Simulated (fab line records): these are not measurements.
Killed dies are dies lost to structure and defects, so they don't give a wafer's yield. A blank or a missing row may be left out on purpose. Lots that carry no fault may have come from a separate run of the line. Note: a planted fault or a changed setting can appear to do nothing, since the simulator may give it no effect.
Matching of chambers | flow nandHarc | NHARC_P_GATE_DESCUM_31 on rieDiel-11: 4 sister chambers
The step chemistry O2, time 3 s. 14 wafers are shown with their chamber, then 6 later ones without.

## WAFERS WITH THEIR CHAMBER
wafer  | chamber | showerheadPlenumPTorr (Torr) | drypumpMotorCurrentA (A) | oesProductAu (a.u.)
L763.2 | 1       | 1.88                         | 5.0                      | 1.012
L763.4 | 0       | 2.02                         | 5.6                      | 0.985
L763.5 | 3       | 1.95                         | 5.5                      | 1.022
L765.3 | 1       | 1.88                         | 5.0                      | 1.001
L765.4 | 2       | 2.01                         | 5.5                      | 0.987
L765.6 | 3       | 1.95                         | 5.5                      | 1.022
L775.1 | 0       | 2.01                         | 5.7                      | 0.965
L775.3 | 1       | 1.87                         | 5.0                      | 0.998
L775.4 | 2       | 2.01                         | 5.4                      | 0.981
L776.1 | 1       | 1.87                         | 5.0                      | 1.012
L776.5 | 2       | 2.01                         | 5.4                      | 0.999
L778.1 | 2       | 2.01                         | 5.5                      | 1.001
L778.3 | 1       | 1.87                         | 5.0                      | 1.005
L778.5 | 3       | 1.95                         | 5.4                      | 1.016

SIGNATURES (means of the wafers above)
reading               | chamber 0 | chamber 1 | chamber 2 | chamber 3 | scatter within a chamber
showerheadPlenumPTorr | 2.0150    | 1.8740    | 2.0100    | 1.9500    | 0.00412
drypumpMotorCurrentA  | 5.650     | 5.000     | 5.450     | 5.467     | 0.0465
oesProductAu          | 0.97500   | 1.00560   | 0.99200   | 1.02000   | 0.00813
Rule: a wafer's distance from a chamber is the root of the sum, over the readings, of the square of ((its reading less the chamber's mean) divided by the reading's scatter). The wafer belongs to the nearest chamber; if the next one is less than 2 further off, it can't be placed. The scatter: the root of (the sum of the squares of (reading less its chamber's mean) over the shown wafers, divided by (wafers less chambers)).

## WAFERS WITHOUT THEIR CHAMBER
wafer  | showerheadPlenumPTorr (Torr) | drypumpMotorCurrentA (A) | oesProductAu (a.u.)
L781.1 | 2.00                         | 5.4                      | 1.006
L781.2 | 1.87                         | 5.0                      | 1.012
L781.3 | 2.01                         | 5.7                      | 0.990
L782.1 | 2.01                         | 5.5                      | 1.013
L782.5 | 2.01                         | 5.7                      | 0.994
L782.6 | 1.95                         | 5.5                      | 1.022

## CHAMBER TAKEN BY EACH
wafer  | from the rows above | in truth
L781.1 | 2                   | 2
L781.2 | 1                   | 1
L781.3 | 0                   | 0
L782.1 | 2                   | 2
L782.5 | 0                   | 0
L782.6 | 3                   | 3
Correct placement for 6 of the 6. Can't be placed from these rows: 0. 0 placed wrongly.
